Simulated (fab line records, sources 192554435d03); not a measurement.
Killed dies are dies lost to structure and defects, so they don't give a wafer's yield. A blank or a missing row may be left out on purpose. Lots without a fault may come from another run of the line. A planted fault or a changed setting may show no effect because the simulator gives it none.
Split-lot experiment | flow n5_finfet | 7 lots, 21 wafers read, on a route of 1938 steps

THE SPLIT
At N5_SD_EPI_N_ETCH_16 (etches SiO2 in CHF3/O2, target depth 5 nm), the setting target_depth_a was moved away from the recipe's 50 angstrom on 6 of the 21 wafers read, by -9.4% to +10.4%. The other wafers ran this setting at the recipe's value.

The reading is taken at the split's own step.

THE READING
etch.depth_nm (the simulator's own value, which no gauge read), in nm, at N5_SD_EPI_N_ETCH_16 (etches SiO2 in CHF3/O2, target depth 5 nm). The file gives no usual value for it. The 15 wafers here that ran the recipe average 4.981 nm, standard deviation 0.099 nm.

wafer  | tool, chamber at the split | target_depth_a as run, angstrom | against the recipe | etch.depth_nm, nm | against lot-mates on the recipe
L083.2 | rie_diel-06, 2             | 50                              | recipe             | 4.845             | -
L083.5 | rie_diel-06, 0             | 50                              | recipe             | 4.936             | -
L083.6 | rie_diel-06, 2             | 50                              | recipe             | 4.863             | -
L084.2 | rie_diel-06, 1             | 45.37                           | -9.3%              | 4.479             | -0.373
L084.4 | rie_diel-06, 0             | 50                              | recipe             | 4.889             | -
L084.5 | rie_diel-06, 2             | 50                              | recipe             | 4.815             | -
L086.1 | rie_diel-03, 2             | 50                              | recipe             | 5.063             | -
L086.4 | rie_diel-03, 3             | 50                              | recipe             | 5.054             | -
L086.6 | rie_diel-03, 2             | 50                              | recipe             | 5.012             | -
L089.1 | rie_diel-05, 2             | 50                              | recipe             | 5.075             | -
L089.4 | rie_diel-05, 0             | 50                              | recipe             | 4.96              | -
L089.5 | rie_diel-05, 1             | 55.19                           | +10.4%             | 5.484             | +0.466
L091.1 | rie_diel-06, 1             | 45.28                           | -9.4%              | 4.514             | -0.364
L091.2 | rie_diel-06, 3             | 45.28                           | -9.4%              | 4.457             | -0.421
L091.3 | rie_diel-06, 0             | 50                              | recipe             | 4.878             | -
L093.1 | rie_diel-03, 0             | 50                              | recipe             | 5.107             | -
L093.4 | rie_diel-03, 2             | 50                              | recipe             | 5.057             | -
L093.6 | rie_diel-03, 0             | 50                              | recipe             | 5.087             | -
L096.4 | rie_diel-03, 3             | 50                              | recipe             | 5.078             | -
L096.5 | rie_diel-03, 1             | 46.3                            | -7.4%              | 4.771             | -0.307
L096.6 | rie_diel-03, 2             | 46.3                            | -7.4%              | 4.703             | -0.375

THE FIT
A straight line over all 21 wafers: etch.depth_nm changes by +0.0477 nm for each +1% of target_depth_a; r = +0.92; the points scatter about the line by 0.098 nm.
The same after taking each lot's own level away (the mean of its wafers on the recipe; 21 wafers): +0.0432 nm for each +1%; r = +0.99; scatter 0.035 nm.
On that fit, the largest move of target_depth_a shifts the reading by 0.45 nm.
The lots' own levels span 4.8520 to 5.0837 nm, that is 2.4 times the standard deviation above.
So the lot-to-lot level changes the slope: the two fits differ.
Check: with one of the wafers moved furthest among these (+10.4%) left out of the fit, the line predicts +0.441 nm for it against its lot-mates. It came out at +0.466 nm against them.

OTHER SPLITS ON THESE WAFERS
These wafers also went through other splits before the reading. Each is held against what the fit with the lots' levels taken away leaves over:
other split on the same wafers           | wafers away from the commonest value | r with etch.depth_nm (lot level and that fit taken away)
N5_ZERO_LAYER_PECVD_02 time_s            | 3                                    | +0.15
N5_ZERO_LAYER_DEVELOP_10 develop_time_s  | 8                                    | +0.12
N5_PMOS_HMC_CHANNEL_EPI_HM_DEP_34 time_s | 4                                    | -0.20
N5_PMOS_HMC_CHANNEL_EPI_COAT_31 spin_rpm | 5                                    | +0.41
N5_FIN_SAQP_COAT_68 spin_rpm             | 7                                    | -0.16
N5_DUMMY_GATE_COAT_34 spin_rpm           | 7                                    | -0.19
N5_DUMMY_GATE_COAT_09 spin_rpm           | 8                                    | +0.11

THE FILE'S OWN FIT
etch.depth_nm changes by +0.043 nm for each +1% of target_depth_a, r = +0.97.
